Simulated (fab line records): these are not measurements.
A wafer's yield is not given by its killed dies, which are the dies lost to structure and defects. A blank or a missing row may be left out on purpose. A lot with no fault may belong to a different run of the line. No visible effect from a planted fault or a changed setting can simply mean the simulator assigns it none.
fab line records || flow n5Finfet
record: {"lots": 14, "wafers": 39, "lastDay": 19}
route steps=1938 shown BEOL_M6@1195
lots with no fault: from the same line, run without faults
startH: hours from the record's first day to the start of the lot's first wafer shown || waitH: hours from the lot's prior step to this one || " the same as in the row above || L1.1+2: a single row standing in for several wafers || - no value, or no start given || * or withheld: withheld || < > ~ a bound
route shown NAME@n: a module of which the file shows steps, and the number in the route of the first || usual: average and standard deviation across the fault-free wafers || same: alike in all rows || chamber/n: place in a boat || sites: the reading at each site || _std_site: standard deviation of those values || _edge_site: the outer-site mean with the inner-site mean subtracted || radiusMm: how far each site lies from the wafer's centre || mask NAME#n: copy n || behind: the tool/chamber that last shaped the wafer || hold: why the lot was held/for how many hours/how that ended || device: transistor that didn't switch, given as n, p or np || end of line: tests of these same wafers at the route's end || a step given without rows: its recipe and nothing more || killed: dies lost to structure and defects at the first sort, not the wafer's yield || map: a wafer's dies, marking killed ones x, the rest . and places with no die _
set.NAME: the run value of the setting; set.NAME@STEP: its run value at that earlier step || model.NAME: the simulator's own value behind a step, which no gauge read
steps of the route over a sample of lots; a table a step, a row a wafer
services: when a tool's chamber went out of use (startH, in hours from the record's first day, below 0 if earlier), for how many hours, and the reason
== steps ==
step: N5_BEOL_M6_CURE_74
recipe: {"tempC": 385, "timeS": 240, "ambient": "He/Ar", "material": "SiCOH_lowk"}
usual: {"lampPowerPct": "52.31/0.053", "wafer_temp_C_max": "386.8/0.59"}
{"lot.wafer": "L953.2", "tool": "uvCure-03", "chamber": 1, "startH": 209.30, "waitH": 0.1, "lampPowerPct": 52.32, "wafer_temp_C_max": 387.0}
{"lot.wafer": "L953.5", "tool": "uvCure-03", "chamber": 1, "startH": 209.30, "waitH": 0.1, "lampPowerPct": 52.26, "wafer_temp_C_max": 386.8}
{"lot.wafer": "L953.6", "tool": "uvCure-03", "chamber": 1, "startH": 209.30, "waitH": 0.1, "lampPowerPct": 52.24, "wafer_temp_C_max": 387.6}
{"lot.wafer": "L955.1", "tool": "uvCure-01", "chamber": 2, "startH": 223.55, "waitH": 0.0, "lampPowerPct": 52.26, "wafer_temp_C_max": 386.3}
{"lot.wafer": "L955.3", "tool": "uvCure-01", "chamber": 2, "startH": 223.55, "waitH": 0.0, "lampPowerPct": 52.28, "wafer_temp_C_max": 385.8}
{"lot.wafer": "L955.6", "tool": "uvCure-01", "chamber": 2, "startH": 223.55, "waitH": 0.0, "lampPowerPct": 52.37, "wafer_temp_C_max": 386.0}
{"lot.wafer": "L957.1", "tool": "uvCure-03", "chamber": 2, "startH": 223.97, "waitH": 0.0, "lampPowerPct": 52.33, "wafer_temp_C_max": 387.6}
{"lot.wafer": "L957.3", "tool": "uvCure-03", "chamber": 2, "startH": 223.97, "waitH": 0.0, "lampPowerPct": 52.42, "wafer_temp_C_max": 387.1}
{"lot.wafer": "L957.4", "tool": "uvCure-03", "chamber": 2, "startH": 223.97, "waitH": 0.0, "lampPowerPct": 52.37, "wafer_temp_C_max": 387.3}
{"lot.wafer": "L958.3", "tool": "uvCure-02", "chamber": 1, "startH": 229.03, "waitH": 0.2, "lampPowerPct": 52.23, "wafer_temp_C_max": 387.5}
{"lot.wafer": "L958.4", "tool": "uvCure-02", "chamber": 1, "startH": 229.03, "waitH": 0.2, "lampPowerPct": 52.34, "wafer_temp_C_max": 388.3}
{"lot.wafer": "L958.5", "tool": "uvCure-02", "chamber": 1, "startH": 229.03, "waitH": 0.2, "lampPowerPct": 52.27, "wafer_temp_C_max": 386.9}
{"lot.wafer": "L959.2", "tool": "uvCure-02", "chamber": 2, "startH": 231.28, "waitH": 0.1, "lampPowerPct": 52.31, "wafer_temp_C_max": 386.4}
{"lot.wafer": "L959.3", "tool": "uvCure-02", "chamber": 2, "startH": 231.28, "waitH": 0.1, "lampPowerPct": 52.34, "wafer_temp_C_max": 386.8}
{"lot.wafer": "L959.5", "tool": "uvCure-02", "chamber": 2, "startH": 231.28, "waitH": 0.1, "lampPowerPct": 52.28, "wafer_temp_C_max": 386.5}
{"lot.wafer": "L961.3", "tool": "uvCure-02", "chamber": 0, "startH": 248.17, "waitH": 0.2, "lampPowerPct": 52.32, "wafer_temp_C_max": 387.0}
{"lot.wafer": "L961.4", "tool": "uvCure-02", "chamber": 0, "startH": 248.17, "waitH": 0.2, "lampPowerPct": 52.30, "wafer_temp_C_max": 386.7}
{"lot.wafer": "L961.5", "tool": "uvCure-02", "chamber": 0, "startH": 248.17, "waitH": 0.2, "lampPowerPct": 52.36, "wafer_temp_C_max": 386.5}
{"lot.wafer": "L962.1", "tool": "uvCure-03", "chamber": 2, "startH": 266.00, "waitH": 0.0, "lampPowerPct": 52.31, "wafer_temp_C_max": 387.9}
{"lot.wafer": "L962.4", "tool": "uvCure-03", "chamber": 2, "startH": 266.00, "waitH": 0.0, "lampPowerPct": 52.33, "wafer_temp_C_max": 387.3}
{"lot.wafer": "L962.6", "tool": "uvCure-03", "chamber": 2, "startH": 266.00, "waitH": 0.0, "lampPowerPct": 52.24, "wafer_temp_C_max": 388.1}
{"lot.wafer": "L964.1", "tool": "uvCure-01", "chamber": 2, "startH": 271.80, "waitH": 0.0, "lampPowerPct": 52.24, "wafer_temp_C_max": 385.8}
{"lot.wafer": "L964.3", "tool": "uvCure-01", "chamber": 2, "startH": 271.80, "waitH": 0.0, "lampPowerPct": 52.33, "wafer_temp_C_max": 385.8}
{"lot.wafer": "L963.1", "tool": "uvCure-02", "chamber": 2, "startH": 275.72, "waitH": 0.0, "lampPowerPct": 52.32, "wafer_temp_C_max": 387.0}
{"lot.wafer": "L963.4", "tool": "uvCure-02", "chamber": 2, "startH": 275.72, "waitH": 0.0, "lampPowerPct": 52.45, "wafer_temp_C_max": 387.0}
{"lot.wafer": "L963.6", "tool": "uvCure-02", "chamber": 2, "startH": 275.72, "waitH": 0.0, "lampPowerPct": 52.29, "wafer_temp_C_max": 387.1}
{"lot.wafer": "L965.1", "tool": "uvCure-02", "chamber": 2, "startH": 277.65, "waitH": 0.0, "lampPowerPct": 52.31, "wafer_temp_C_max": 387.0}
{"lot.wafer": "L965.2", "tool": "uvCure-02", "chamber": 2, "startH": 277.65, "waitH": 0.0, "lampPowerPct": 52.33, "wafer_temp_C_max": 386.6}
{"lot.wafer": "L965.4", "tool": "uvCure-02", "chamber": 2, "startH": 277.65, "waitH": 0.0, "lampPowerPct": 52.25, "wafer_temp_C_max": 387.7}
{"lot.wafer": "L966.3", "tool": "uvCure-02", "chamber": 1, "startH": 283.51, "waitH": 0.2, "lampPowerPct": 52.26, "wafer_temp_C_max": 387.9}
{"lot.wafer": "L966.5", "tool": "uvCure-02", "chamber": 1, "startH": 283.51, "waitH": 0.2, "lampPowerPct": 52.39, "wafer_temp_C_max": 387.5}
{"lot.wafer": "L970.2", "tool": "uvCure-02", "chamber": 2, "startH": 311.76, "waitH": 0.1, "lampPowerPct": 52.36, "wafer_temp_C_max": 386.3}
{"lot.wafer": "L970.4", "tool": "uvCure-02", "chamber": 2, "startH": 311.76, "waitH": 0.1, "lampPowerPct": 52.20, "wafer_temp_C_max": 386.9}
{"lot.wafer": "L970.6", "tool": "uvCure-02", "chamber": 2, "startH": 311.76, "waitH": 0.1, "lampPowerPct": 52.35, "wafer_temp_C_max": 386.7}
{"lot.wafer": "L972.2", "tool": "uvCure-01", "chamber": 1, "startH": 330.95, "waitH": 0.1, "lampPowerPct": 52.40, "wafer_temp_C_max": 387.1}
{"lot.wafer": "L972.3", "tool": "uvCure-01", "chamber": 1, "startH": 330.95, "waitH": 0.1, "lampPowerPct": 52.24, "wafer_temp_C_max": 386.3}
{"lot.wafer": "L972.5", "tool": "uvCure-01", "chamber": 1, "startH": 330.95, "waitH": 0.1, "lampPowerPct": 52.25, "wafer_temp_C_max": 386.8}
{"lot.wafer": "L975.4", "tool": "uvCure-01", "chamber": 2, "startH": 355.01, "waitH": 0.3, "lampPowerPct": 52.33, "wafer_temp_C_max": 385.8}
{"lot.wafer": "L975.5", "tool": "uvCure-01", "chamber": 2, "startH": 355.01, "waitH": 0.3, "lampPowerPct": 52.37, "wafer_temp_C_max": 386.6}
step: N5_BEOL_M6_COAT_71
recipe: {"resist": "underlayer", "tempC": 205, "timeS": 60, "spinRpm": 1500, "resistThkNm": 5}
usual: {"spinSpeedRpm": "1500.0/0.91"}
{"lot.wafer": "L953.2", "tool": "lithoTrack-03", "chamber": 0, "startH": 217.74, "waitH": "-", "spinSpeedRpm": 1498.8}
{"lot.wafer": "L953.5", "tool": "lithoTrack-03", "chamber": 0, "startH": 217.74, "waitH": "-", "spinSpeedRpm": 1500.0}
{"lot.wafer": "L953.6", "tool": "lithoTrack-03", "chamber": 0, "startH": 217.74, "waitH": "-", "spinSpeedRpm": 1500.9}
{"lot.wafer": "L955.1", "tool": "lithoTrack-02", "chamber": 0, "startH": 226.60, "waitH": "-", "spinSpeedRpm": 1498.8}
{"lot.wafer": "L955.3", "tool": "lithoTrack-02", "chamber": 0, "startH": 226.60, "waitH": "-", "spinSpeedRpm": 1497.8}
{"lot.wafer": "L955.6", "tool": "lithoTrack-02", "chamber": 0, "startH": 226.60, "waitH": "-", "spinSpeedRpm": 1498.7}
{"lot.wafer": "L957.1", "tool": "lithoTrack-04", "chamber": 0, "startH": 226.84, "waitH": "-", "spinSpeedRpm": 1499.6}
{"lot.wafer": "L957.3", "tool": "lithoTrack-04", "chamber": 0, "startH": 226.84, "waitH": "-", "spinSpeedRpm": 1499.2}
{"lot.wafer": "L957.4", "tool": "lithoTrack-04", "chamber": 0, "startH": 226.84, "waitH": "-", "spinSpeedRpm": 1498.7}
{"lot.wafer": "L958.3", "tool": "lithoTrack-04", "chamber": 0, "startH": 232.54, "waitH": "-", "spinSpeedRpm": 1501.1}
{"lot.wafer": "L958.4", "tool": "lithoTrack-04", "chamber": 0, "startH": 232.54, "waitH": "-", "spinSpeedRpm": 1498.5}
{"lot.wafer": "L958.5", "tool": "lithoTrack-04", "chamber": 0, "startH": 232.54, "waitH": "-", "spinSpeedRpm": 1499.4}
{"lot.wafer": "L959.2", "tool": "lithoTrack-03", "chamber": 0, "startH": 234.89, "waitH": "-", "spinSpeedRpm": 1501.6}
{"lot.wafer": "L959.3", "tool": "lithoTrack-03", "chamber": 0, "startH": 234.89, "waitH": "-", "spinSpeedRpm": 1500.9}
{"lot.wafer": "L959.5", "tool": "lithoTrack-03", "chamber": 0, "startH": 234.89, "waitH": "-", "spinSpeedRpm": 1500.5}
{"lot.wafer": "L961.3", "tool": "lithoTrack-03", "chamber": 0, "startH": 253.69, "waitH": "-", "spinSpeedRpm": 1500.7}
{"lot.wafer": "L961.4", "tool": "lithoTrack-03", "chamber": 0, "startH": 253.69, "waitH": "-", "spinSpeedRpm": 1501.5}
{"lot.wafer": "L961.5", "tool": "lithoTrack-03", "chamber": 0, "startH": 253.69, "waitH": "-", "spinSpeedRpm": 1499.8}
{"lot.wafer": "L962.1", "tool": "lithoTrack-02", "chamber": 0, "startH": 269.01, "waitH": "-", "spinSpeedRpm": 1499.2}
{"lot.wafer": "L962.4", "tool": "lithoTrack-02", "chamber": 0, "startH": 269.01, "waitH": "-", "spinSpeedRpm": 1498.9}
{"lot.wafer": "L962.6", "tool": "lithoTrack-02", "chamber": 0, "startH": 269.01, "waitH": "-", "spinSpeedRpm": 1499.4}
{"lot.wafer": "L964.1", "tool": "lithoTrack-04", "chamber": 0, "startH": 273.83, "waitH": "-", "spinSpeedRpm": 1499.1}
{"lot.wafer": "L964.3", "tool": "lithoTrack-04", "chamber": 0, "startH": 273.83, "waitH": "-", "spinSpeedRpm": 1500.0}
{"lot.wafer": "L965.1", "tool": "lithoTrack-03", "chamber": 0, "startH": 281.08, "waitH": "-", "spinSpeedRpm": 1502.0}
{"lot.wafer": "L965.2", "tool": "lithoTrack-03", "chamber": 0, "startH": 281.08, "waitH": "-", "spinSpeedRpm": 1501.2}
{"lot.wafer": "L965.4", "tool": "lithoTrack-03", "chamber": 0, "startH": 281.08, "waitH": "-", "spinSpeedRpm": 1502.3}
{"lot.wafer": "L963.1", "tool": "lithoTrack-04", "chamber": 0, "startH": 281.44, "waitH": "-", "spinSpeedRpm": 1501.0}
{"lot.wafer": "L963.4", "tool": "lithoTrack-04", "chamber": 0, "startH": 281.44, "waitH": "-", "spinSpeedRpm": 1500.3}
{"lot.wafer": "L963.6", "tool": "lithoTrack-04", "chamber": 0, "startH": 281.44, "waitH": "-", "spinSpeedRpm": 1500.3}
{"lot.wafer": "L966.3", "tool": "lithoTrack-03", "chamber": 0, "startH": 285.49, "waitH": "-", "spinSpeedRpm": 1499.5}
{"lot.wafer": "L966.5", "tool": "lithoTrack-03", "chamber": 0, "startH": 285.49, "waitH": "-", "spinSpeedRpm": 1500.7}
{"lot.wafer": "L970.2", "tool": "lithoTrack-03", "chamber": 0, "startH": 316.99, "waitH": "-", "spinSpeedRpm": 1415.7}
{"lot.wafer": "L970.4", "tool": "lithoTrack-03", "chamber": 0, "startH": 316.99, "waitH": "-", "spinSpeedRpm": 1416.0}
{"lot.wafer": "L970.6", "tool": "lithoTrack-03", "chamber": 0, "startH": 316.99, "waitH": "-", "spinSpeedRpm": 1417.2}
{"lot.wafer": "L972.2", "tool": "lithoTrack-03", "chamber": 0, "startH": 333.82, "waitH": "-", "spinSpeedRpm": 1417.7}
{"lot.wafer": "L972.3", "tool": "lithoTrack-03", "chamber": 0, "startH": 333.82, "waitH": "-", "spinSpeedRpm": 1416.5}
{"lot.wafer": "L972.5", "tool": "lithoTrack-03", "chamber": 0, "startH": 333.82, "waitH": "-", "spinSpeedRpm": 1417.3}
{"lot.wafer": "L975.4", "tool": "lithoTrack-02", "chamber": 0, "startH": 360.52, "waitH": "-", "spinSpeedRpm": 1499.0}
{"lot.wafer": "L975.5", "tool": "lithoTrack-02", "chamber": 0, "startH": 360.52, "waitH": "-", "spinSpeedRpm": 1499.4}
step: N5_BEOL_M6_CD_MEAS_28
recipe: {"targetCdNm": 40, "landingEnergyEv": 500, "detector": "seInlens"}
usual: {"cdNm": "40.08/0.24"}
{"lot.wafer": "L953.2", "tool": "cdSem-01", "chamber": 0, "startH": 218.06, "waitH": "-", "cdNm": 39.98}
{"lot.wafer": "L953.5", "tool": "cdSem-01", "chamber": 0, "startH": 218.06, "waitH": "-", "cdNm": 40.01}
{"lot.wafer": "L953.6", "tool": "cdSem-01", "chamber": 0, "startH": 218.06, "waitH": "-", "cdNm": 40.13}
{"lot.wafer": "L955.1", "tool": "cdSem-01", "chamber": 0, "startH": 226.86, "waitH": "-", "cdNm": 39.80}
{"lot.wafer": "L955.3", "tool": "cdSem-01", "chamber": 0, "startH": 226.86, "waitH": "-", "cdNm": 40.61}
{"lot.wafer": "L955.6", "tool": "cdSem-01", "chamber": 0, "startH": 226.86, "waitH": "-", "cdNm": 40.28}
{"lot.wafer": "L957.1", "tool": "cdSem-02", "chamber": 0, "startH": 227.10, "waitH": "-", "cdNm": 40.31}
{"lot.wafer": "L957.3", "tool": "cdSem-02", "chamber": 0, "startH": 227.10, "waitH": "-", "cdNm": 39.87}
{"lot.wafer": "L957.4", "tool": "cdSem-02", "chamber": 0, "startH": 227.10, "waitH": "-", "cdNm": 39.97}
{"lot.wafer": "L958.3", "tool": "cdSem-01", "chamber": 0, "startH": 232.98, "waitH": "-", "cdNm": 40.14}
{"lot.wafer": "L958.4", "tool": "cdSem-01", "chamber": 0, "startH": 232.98, "waitH": "-", "cdNm": 40.46}
{"lot.wafer": "L958.5", "tool": "cdSem-01", "chamber": 0, "startH": 232.98, "waitH": "-", "cdNm": 40.12}
{"lot.wafer": "L959.2", "tool": "cdSem-01", "chamber": 0, "startH": 235.15, "waitH": "-", "cdNm": 40.00}
{"lot.wafer": "L959.3", "tool": "cdSem-01", "chamber": 0, "startH": 235.15, "waitH": "-", "cdNm": 40.01}
{"lot.wafer": "L959.5", "tool": "cdSem-01", "chamber": 0, "startH": 235.15, "waitH": "-", "cdNm": 40.07}
{"lot.wafer": "L961.3", "tool": "cdSem-02", "chamber": 0, "startH": 253.96, "waitH": "-", "cdNm": 39.60}
{"lot.wafer": "L961.4", "tool": "cdSem-02", "chamber": 0, "startH": 253.96, "waitH": "-", "cdNm": 40.18}
{"lot.wafer": "L961.5", "tool": "cdSem-02", "chamber": 0, "startH": 253.96, "waitH": "-", "cdNm": 40.03}
{"lot.wafer": "L962.1", "tool": "cdSem-01", "chamber": 0, "startH": 269.40, "waitH": "-", "cdNm": 40.33}
{"lot.wafer": "L962.4", "tool": "cdSem-01", "chamber": 0, "startH": 269.40, "waitH": "-", "cdNm": 39.98}
{"lot.wafer": "L962.6", "tool": "cdSem-01", "chamber": 0, "startH": 269.40, "waitH": "-", "cdNm": 39.94}
{"lot.wafer": "L964.1", "tool": "cdSem-01", "chamber": 0, "startH": 274.23, "waitH": "-", "cdNm": 39.83}
{"lot.wafer": "L964.3", "tool": "cdSem-01", "chamber": 0, "startH": 274.23, "waitH": "-", "cdNm": 40.02}
{"lot.wafer": "L965.1", "tool": "cdSem-01", "chamber": 0, "startH": 281.47, "waitH": "-", "cdNm": 39.97}
{"lot.wafer": "L965.2", "tool": "cdSem-01", "chamber": 0, "startH": 281.47, "waitH": "-", "cdNm": 39.72}
{"lot.wafer": "L965.4", "tool": "cdSem-01", "chamber": 0, "startH": 281.47, "waitH": "-", "cdNm": 39.94}
{"lot.wafer": "L963.1", "tool": "cdSem-01", "chamber": 0, "startH": 281.70, "waitH": "-", "cdNm": 39.73}
{"lot.wafer": "L963.4", "tool": "cdSem-01", "chamber": 0, "startH": 281.70, "waitH": "-", "cdNm": 40.71}
{"lot.wafer": "L963.6", "tool": "cdSem-01", "chamber": 0, "startH": 281.70, "waitH": "-", "cdNm": 40.58}
{"lot.wafer": "L966.3", "tool": "cdSem-01", "chamber": 0, "startH": 285.76, "waitH": "-", "cdNm": 40.21}
{"lot.wafer": "L966.5", "tool": "cdSem-01", "chamber": 0, "startH": 285.76, "waitH": "-", "cdNm": 40.32}
{"lot.wafer": "L970.2", "tool": "cdSem-01", "chamber": 0, "startH": 317.56, "waitH": "-", "cdNm": 40.05}
{"lot.wafer": "L970.4", "tool": "cdSem-01", "chamber": 0, "startH": 317.56, "waitH": "-", "cdNm": 40.19}
{"lot.wafer": "L970.6", "tool": "cdSem-01", "chamber": 0, "startH": 317.56, "waitH": "-", "cdNm": 40.27}
{"lot.wafer": "L972.2", "tool": "cdSem-02", "chamber": 0, "startH": 334.08, "waitH": "-", "cdNm": 39.79}
{"lot.wafer": "L972.3", "tool": "cdSem-02", "chamber": 0, "startH": 334.08, "waitH": "-", "cdNm": 40.10}
{"lot.wafer": "L972.5", "tool": "cdSem-02", "chamber": 0, "startH": 334.08, "waitH": "-", "cdNm": 39.87}
{"lot.wafer": "L975.4", "tool": "cdSem-03", "chamber": 0, "startH": 360.80, "waitH": "-", "cdNm": 40.36}
{"lot.wafer": "L975.5", "tool": "cdSem-03", "chamber": 0, "startH": 360.80, "waitH": "-", "cdNm": 40.20}
step: N5_BEOL_M6_INSPECT_30
recipe: {"mode": "adi", "inspectInstrument": "brightfield"}
usual: {"rawDefectCount": "425/92"}
{"lot.wafer": "L953.2", "tool": "defectInspect-01", "chamber": "-", "startH": 218.15, "waitH": 0.0, "rawDefectCount": 421}
{"lot.wafer": "L953.5", "tool": "defectInspect-01", "chamber": "-", "startH": 218.15, "waitH": 0.0, "rawDefectCount": 554}
{"lot.wafer": "L953.6", "tool": "defectInspect-01", "chamber": "-", "startH": 218.15, "waitH": 0.0, "rawDefectCount": 597}
{"lot.wafer": "L955.1", "tool": "defectInspect-02", "chamber": "-", "startH": 226.95, "waitH": 0.1, "rawDefectCount": 469}
{"lot.wafer": "L955.3", "tool": "defectInspect-02", "chamber": "-", "startH": 226.95, "waitH": 0.1, "rawDefectCount": 405}
{"lot.wafer": "L955.6", "tool": "defectInspect-02", "chamber": "-", "startH": 226.95, "waitH": 0.1, "rawDefectCount": 399}
{"lot.wafer": "L957.1", "tool": "defectInspect-02", "chamber": "-", "startH": 227.22, "waitH": 0.1, "rawDefectCount": 392}
{"lot.wafer": "L957.3", "tool": "defectInspect-02", "chamber": "-", "startH": 227.22, "waitH": 0.1, "rawDefectCount": 352}
{"lot.wafer": "L957.4", "tool": "defectInspect-02", "chamber": "-", "startH": 227.22, "waitH": 0.1, "rawDefectCount": 405}
{"lot.wafer": "L958.3", "tool": "defectInspect-01", "chamber": "-", "startH": 233.09, "waitH": 0.0, "rawDefectCount": 346}
{"lot.wafer": "L958.4", "tool": "defectInspect-01", "chamber": "-", "startH": 233.09, "waitH": 0.0, "rawDefectCount": 301}
{"lot.wafer": "L958.5", "tool": "defectInspect-01", "chamber": "-", "startH": 233.09, "waitH": 0.0, "rawDefectCount": 313}
{"lot.wafer": "L959.2", "tool": "defectInspect-02", "chamber": "-", "startH": 235.28, "waitH": 0.0, "rawDefectCount": 318}
{"lot.wafer": "L959.3", "tool": "defectInspect-02", "chamber": "-", "startH": 235.28, "waitH": 0.0, "rawDefectCount": 356}
{"lot.wafer": "L959.5", "tool": "defectInspect-02", "chamber": "-", "startH": 235.28, "waitH": 0.0, "rawDefectCount": 414}
{"lot.wafer": "L961.3", "tool": "defectInspect-02", "chamber": "-", "startH": 254.08, "waitH": 0.0, "rawDefectCount": 386}
{"lot.wafer": "L961.4", "tool": "defectInspect-02", "chamber": "-", "startH": 254.08, "waitH": 0.0, "rawDefectCount": 368}
{"lot.wafer": "L961.5", "tool": "defectInspect-02", "chamber": "-", "startH": 254.08, "waitH": 0.0, "rawDefectCount": 628}
{"lot.wafer": "L962.1", "tool": "defectInspect-02", "chamber": "-", "startH": 269.53, "waitH": 0.1, "rawDefectCount": 335}
{"lot.wafer": "L962.4", "tool": "defectInspect-02", "chamber": "-", "startH": 269.53, "waitH": 0.1, "rawDefectCount": 327}
{"lot.wafer": "L962.6", "tool": "defectInspect-02", "chamber": "-", "startH": 269.53, "waitH": 0.1, "rawDefectCount": 475}
{"lot.wafer": "L964.1", "tool": "defectInspect-01", "chamber": "-", "startH": 274.32, "waitH": 0.1, "rawDefectCount": 393}
{"lot.wafer": "L964.3", "tool": "defectInspect-01", "chamber": "-", "startH": 274.32, "waitH": 0.1, "rawDefectCount": 459}
{"lot.wafer": "L965.1", "tool": "defectInspect-02", "chamber": "-", "startH": 281.56, "waitH": 0.1, "rawDefectCount": 495}
{"lot.wafer": "L965.2", "tool": "defectInspect-02", "chamber": "-", "startH": 281.56, "waitH": 0.1, "rawDefectCount": 571}
{"lot.wafer": "L965.4", "tool": "defectInspect-02", "chamber": "-", "startH": 281.56, "waitH": 0.1, "rawDefectCount": 577}
{"lot.wafer": "L963.1", "tool": "defectInspect-02", "chamber": "-", "startH": 281.79, "waitH": 0.1, "rawDefectCount": 524}
{"lot.wafer": "L963.4", "tool": "defectInspect-02", "chamber": "-", "startH": 281.79, "waitH": 0.1, "rawDefectCount": 525}
{"lot.wafer": "L963.6", "tool": "defectInspect-02", "chamber": "-", "startH": 281.79, "waitH": 0.1, "rawDefectCount": 474}
{"lot.wafer": "L966.3", "tool": "defectInspect-01", "chamber": "-", "startH": 285.84, "waitH": 0.0, "rawDefectCount": 390}
{"lot.wafer": "L966.5", "tool": "defectInspect-01", "chamber": "-", "startH": 285.84, "waitH": 0.0, "rawDefectCount": 525}
{"lot.wafer": "L970.2", "tool": "defectInspect-02", "chamber": "-", "startH": 317.64, "waitH": 0.0, "rawDefectCount": 272}
{"lot.wafer": "L970.4", "tool": "defectInspect-02", "chamber": "-", "startH": 317.64, "waitH": 0.0, "rawDefectCount": 395}
{"lot.wafer": "L970.6", "tool": "defectInspect-02", "chamber": "-", "startH": 317.64, "waitH": 0.0, "rawDefectCount": 324}
{"lot.wafer": "L972.2", "tool": "defectInspect-01", "chamber": "-", "startH": 334.17, "waitH": 0.0, "rawDefectCount": 443}
{"lot.wafer": "L972.3", "tool": "defectInspect-01", "chamber": "-", "startH": 334.17, "waitH": 0.0, "rawDefectCount": 518}
{"lot.wafer": "L972.5", "tool": "defectInspect-01", "chamber": "-", "startH": 334.17, "waitH": 0.0, "rawDefectCount": 391}
{"lot.wafer": "L975.4", "tool": "defectInspect-02", "chamber": "-", "startH": 360.88, "waitH": 0.0, "rawDefectCount": 296}
{"lot.wafer": "L975.5", "tool": "defectInspect-02", "chamber": "-", "startH": 360.88, "waitH": 0.0, "rawDefectCount": 417}
== services ==
{"tool": "uvCure-01", "chamber": "-", "startH": 197.93, "hours": 6.0, "kind": "pm"}
{"tool": "uvCure-02", "chamber": "-", "startH": 205.98, "hours": 6.8, "kind": "repair"}
{"tool": "uvCure-03", "chamber": "-", "startH": 273.94, "hours": 0.3, "kind": "repair"}
{"tool": "lithoTrack-02", "chamber": "-", "startH": 300.54, "hours": "-", "kind": "consumableReplace:filter"}
{"tool": "uvCure-03", "chamber": "-", "startH": 312.76, "hours": 7.5, "kind": "pm"}
{"tool": "lithoTrack-02", "chamber": "-", "startH": 315.92, "hours": "-", "kind": "consumableReplace:filter"}
{"tool": "uvCure-02", "chamber": "-", "startH": 327.01, "hours": 7.5, "kind": "pm"}
{"tool": "uvCure-03", "chamber": "-", "startH": 332.94, "hours": 0.5, "kind": "repair"}
{"tool": "uvCure-01", "chamber": "-", "startH": 351.21, "hours": 1.0, "kind": "pm"}
== key ==
firstSign: {"step": "N5_BEOL_M6_COAT_71", "reading": "spinSpeedRpm", "direction": "down", "sigmas": 92, "usual": "*", "struck": "*"}
effect none on later readings
metAt N5_BEOL_M6_COAT_71
struckLots L970,L972
rowsEnd L970.2,L970.4,L970.6,L972.2,L972.3,L972.5
notActingAt N5_BEOL_M6_CURE_74,N5_BEOL_M6_CD_MEAS_28,N5_BEOL_M6_INSPECT_30
onsetBetween 285.49 316.99
earlierFault: {"kind": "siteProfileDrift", "tool": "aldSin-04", "chamber": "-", "onsetH": 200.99, "steps": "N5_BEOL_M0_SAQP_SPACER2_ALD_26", "basis": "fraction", "maxAbsDrift": 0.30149, "slopeSharePerHr": 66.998, "sitePattern": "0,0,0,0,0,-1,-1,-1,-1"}
fault: {"kind": "processParameterDrift", "tool": "lithoTrack-03", "chamber": "-", "onsetH": 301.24, "steps": "N5_BEOL_M6_COAT_71", "channel": "spinRpm", "offset": "*", "shape": "step", "actsIn": "*", "stated": "*"}
rowsEnd: these wafers met a further fault down the route, and their rows from its step on are left out
